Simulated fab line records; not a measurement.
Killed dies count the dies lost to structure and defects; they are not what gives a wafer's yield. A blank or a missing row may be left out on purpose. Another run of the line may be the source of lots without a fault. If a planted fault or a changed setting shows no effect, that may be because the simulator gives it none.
Comparing a struck lot with a sound one / flow nand harc / 43 out of 1159 route steps
Sound: the wafers L836.2, L836.3, L836.5. Struck: wafers L849.1, L849.4 (left out: L849.2, a lot-mate that was not struck); the cause follows at the end.
Each step with rows lists, per side, the tool, then ch with its chambers, then its first start. Under that, the readings that differ: sound wafers / struck wafers / difference of the means / sigmas: that difference in standard deviations of wafers without a fault.
alike: a reading whose means differ by less than 2 such deviations, as well as words and numbers matching on both sides. not compared: withheld readings; readings where some wafer has no value; bounds like >300 that might hide an equal value; numbers whose values overlap and for which the record gives no deviation.
A row with sigmas, a row that says differs or no value, or rows on one side alone: a step with any of these is where the two part. Numbers that don't overlap but have no deviation are shown without sigmas and don't part them. A reading missing from all wafers of one side parts the sides only when that side holds two or more wafers.

first, 3 steps without rows for these wafers: NHARC_A_CONTACT_EXPOSE_66 (exposes mask A CC 2); NHARC_A_CONTACT_PEB_67 (peb time 65 s); NHARC_A_CONTACT_DEVELOP_68 (develop time 35 s).
NHARC_A_CONTACT_CD_MEAS_69: target cd 200 nm.
  sound on cd sem-01 ch 0, day 17 06:13; struck on cd sem-03 ch 0, day 20 06:46
  alike: cd nm
NHARC_A_CONTACT_OVL_MEAS_70:
  sound on overlay-01 at day 17 06:19; struck on overlay-02 at day 20 06:52
  alike: overlay x nm, overlay y nm
NHARC_A_CONTACT_INSPECT_71:
  sound on defect inspect-02 at day 17 06:21; struck on defect inspect-01 at day 20 06:54
  alike: raw defect count
then, 5 steps without rows for these wafers: NHARC_A_CONTACT_DESCUM_74 (chemistry O2, time 3 s); NHARC_A_CONTACT_ETCH_75 (etches the open film in CF4, target depth 39 nm, time 65 s); NHARC_A_CONTACT_ETCH_76 (etches the open film in N2/H2, target depth 260 nm, time 475.3 s); NHARC_A_CONTACT_ETCH_77 (etches the open film in CF4/CHF3, target depth 72.6 nm, time 36.3 s); NHARC_A_CONTACT_ETCH_78 (etches the open film in O2/COS, target depth 2800 nm, time 728 s).
NHARC_A_CONTACT_ETCH_124: etches the open film in C4F8/O2/Ar, time 140 s, target depth 700 nm.
  sound on har cap etch-03 ch 0,1, day 17 07:35; struck on har cap etch-03 ch 1, day 20 08:05
  alike: chamber pressure mTorr
  not compared: rf hours counter h
NHARC_A_CONTACT_ETCH_125: etches the open film in C4F8/O2/Ar, time 155 s, target depth 956 nm.
  sound on har cap etch-03 ch 0,1, day 17 07:50; struck on har cap etch-03 ch 1, day 20 08:17
  alike: chamber pressure mTorr
  not compared: rf hours counter h
NHARC_A_CONTACT_ETCH_126: etches the open film in C4F8/O2/Ar, time 155 s, target depth 956 nm.
  sound on har cap etch-03 ch 0,1, day 17 08:01; struck on har cap etch-03 ch 1, day 20 08:26
  alike: chamber pressure mTorr
  not compared: rf hours counter h
then, 1 step without rows for these wafers: NHARC_A_CONTACT_ETCH_127 (etches the open film in C4F8/O2/Ar, time 155 s, target depth 956 nm).
NHARC_A_CONTACT_ETCH_128: etches the open film in C4F8/O2/Ar, time 155 s, target depth 956 nm.
  sound on har cap etch-03 ch 0,1, day 17 08:24; struck on har cap etch-03 ch 1, day 20 08:43
  alike: chamber pressure mTorr
  not compared: rf hours counter h
then, 1 step without rows for these wafers: NHARC_A_CONTACT_ETCH_129 (etches the open film in C4F8/O2/Ar, time 155 s, target depth 956 nm).
NHARC_A_CONTACT_ETCH_130: etches the open film in C4F8/O2/Ar, time 155 s, target depth 956 nm.
  sound on har cap etch-03 ch 0,1, day 17 08:47; struck on har cap etch-03 ch 1, day 20 08:59
  alike: chamber pressure mTorr
  not compared: rf hours counter h
then, 5 steps without rows for these wafers: NHARC_A_CONTACT_ETCH_131 (etches the open film in C4F8/O2/Ar, time 155 s, target depth 956 nm); NHARC_A_CONTACT_ETCH_132 (etches the open film in C4F8/O2/Ar, time 156 s, target depth 958 nm); NHARC_A_CONTACT_ETCH_133 (etches the open film in C4F8/O2/Ar, time 195 s, target depth 840 nm); NHARC_A_CONTACT_ETCH_91 (etches the open film in CH3F/O2, target depth 40 nm, time 85.7 s); NHARC_A_CONTACT_ETCH_97 (etches the open film in C4F6/O2, target depth 20 nm, time 10 s).
NHARC_A_CONTACT_CD_MEAS_80:
  sound on cd sem-03 at day 17 10:07; struck on cd sem-03 at day 20 10:14
  alike: cd nm
then, 6 steps without rows for these wafers: NHARC_A_CONTACT_STRIP_103 (strips in N2/H2); NHARC_A_CONTACT_STRIP_104 (strips in CF4/CHF3); NHARC_A_CONTACT_STRIP_105 (strips in O2/COS); NHARC_A_CONTACT_ETCH_106 (etches the open film in CF4/O2, target depth 60 nm, overetch 6 nm, time 33 s); NHARC_A_CONTACT_STRIP_82 (strips in O2); NHARC_A_CONTACT_STRIP_83 (strips in post etch residue remover, time 600 s).
NHARC_A_CONTACT_DEP_84: deposits aC, target thk 2000 nm.
  sound on acl dep-03 ch 0, day 17 16:04; struck on acl dep-03 ch 0, day 20 11:33
  alike: throttle valve pct
then, 11 steps without rows for these wafers: NHARC_A_CONTACT_DEP_85 (deposits SiON, target thk 50 nm); NHARC_A_CONTACT_DEHYDRATE_00 (time 120 s); NHARC_A_CONTACT_HMDS_01 (time 30 s); NHARC_A_CONTACT_COAT_86 (time 75 s); NHARC_A_CONTACT_COAT_87 (time 65 s); NHARC_A_CONTACT_COAT_02 (resist thk 90 nm); NHARC_A_CONTACT_SOFTBAKE_03 (time 55 s); NHARC_A_CONTACT_EBR_04; NHARC_A_CONTACT_EXPOSE_05 (exposes mask A CC); NHARC_A_CONTACT_PEB_06 (peb time 65 s); NHARC_A_CONTACT_DEVELOP_07 (develop time 35 s).
-- record jumps: 3 days between struck wafers' starts before vs after; left off in module A_CONTACT, resumes in module END, first step shown is number 1159 of the route --
NHARC_END_SORT_01:
  here the record holds rows for the struck wafers (prober-01 ch 0, day 23 01:30) but none for the sound ones

== WHERE THEY PART ==
At NHARC_END_SORT_01 and nowhere else, as far as this record goes.

WHY: what the simulator had put in
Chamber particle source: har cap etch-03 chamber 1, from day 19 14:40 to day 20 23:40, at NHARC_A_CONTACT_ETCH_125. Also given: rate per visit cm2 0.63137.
